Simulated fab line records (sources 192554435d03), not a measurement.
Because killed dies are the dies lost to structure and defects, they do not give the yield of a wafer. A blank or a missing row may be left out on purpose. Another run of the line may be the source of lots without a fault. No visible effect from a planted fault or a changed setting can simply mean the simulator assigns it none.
Chamber matching    flow n5Finfet    aldMetal-02 running N5_BEOL_M10_ALD_74: 4 sister chambers
The step deposits TaN, target thk 2 nm, pulse time 2 s, purge time 3 s. 20 wafers are shown with their chamber, then 10 later ones without.

EACH WAFER AND ITS CHAMBER
wafer   chamber  heaterPowerW (W)  precursorVesselTempC (C)  precursorVesselCarrierSccm (sccm)
L076.1  0        352               75.02                     1002.6
L076.2  3        455               75.21                     999.9
L076.5  2        486               74.92                     995.8
L078.1  3        460               75.14                     999.5
L078.4  1        433               75.16                     1006.1
L078.6  0        361               74.92                     994.1
L082.1  1        431               75.07                     997.8
L082.5  2        474               74.95                     1002.0
L082.6  0        364               74.95                     1004.2
L084.1  2        475               75.12                     997.7
L084.3  0        352               75.34                     1005.4
L084.6  2        487               75.01                     994.8
L090.2  2        493               74.96                     999.7
L090.4  1        440               74.95                     999.4
L090.6  2        480               74.87                     996.4
L087.1  1        430               75.04                     1001.5
L087.4  1        432               74.99                     997.9
L087.5  0        366               75.07                     1001.1
L089.1  1        428               74.83                     1002.5
L089.3  0        367               74.81                     1001.6

SIGNATURES (averages over the wafers above)
reading                     chamber 0  chamber 1  chamber 2  chamber 3  scatter within a chamber
heaterPowerW                360.33     432.33     482.50     457.50     6.15
precursorVesselTempC        75.0183    75.0067    74.9717    75.1750    0.129
precursorVesselCarrierSccm  1001.500   1000.867   997.733    999.700    3.22
Rule: for each reading, subtract the chamber's mean from the wafer's reading, divide by that reading's scatter and square the result; add these up over the readings and take the root, which gives the wafer's distance from the chamber. The wafer belongs to the nearest chamber; if the next one is less than 2 further off, it can't be placed. How the scatter is found: for the shown wafers, subtract from each reading the mean of its chamber, square and add these, divide the total by (wafers less chambers), then take the root.

WAFERS WITH NO CHAMBER GIVEN
wafer   heaterPowerW (W)  precursorVesselTempC (C)  precursorVesselCarrierSccm (sccm)
L089.5  355               74.81                     1002.7
L093.2  477               75.04                     1003.6
L093.4  365               75.04                     997.6
L093.5  359               74.87                     999.7
L094.2  495               74.99                     996.9
L094.4  433               75.13                     1001.7
L094.6  483               74.85                     997.1
L096.2  481               75.06                     1003.1
L096.4  366               75.03                     1004.4
L096.6  431               75.02                     1004.0

WHICH CHAMBER EACH WENT THROUGH
wafer   from the rows above      in truth
L089.5  0                        0
L093.2  can't be placed: 2 or 3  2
L093.4  0                        0
L093.5  0                        0
L094.2  2                        2
L094.4  1                        1
L094.6  2                        2
L096.2  2                        2
L096.4  0                        0
L096.6  1                        1
9 of 10 placed correctly. Unplaceable from these rows: 1, with the true chamber sitting among the candidates in 1. Wrongly placed: 0.
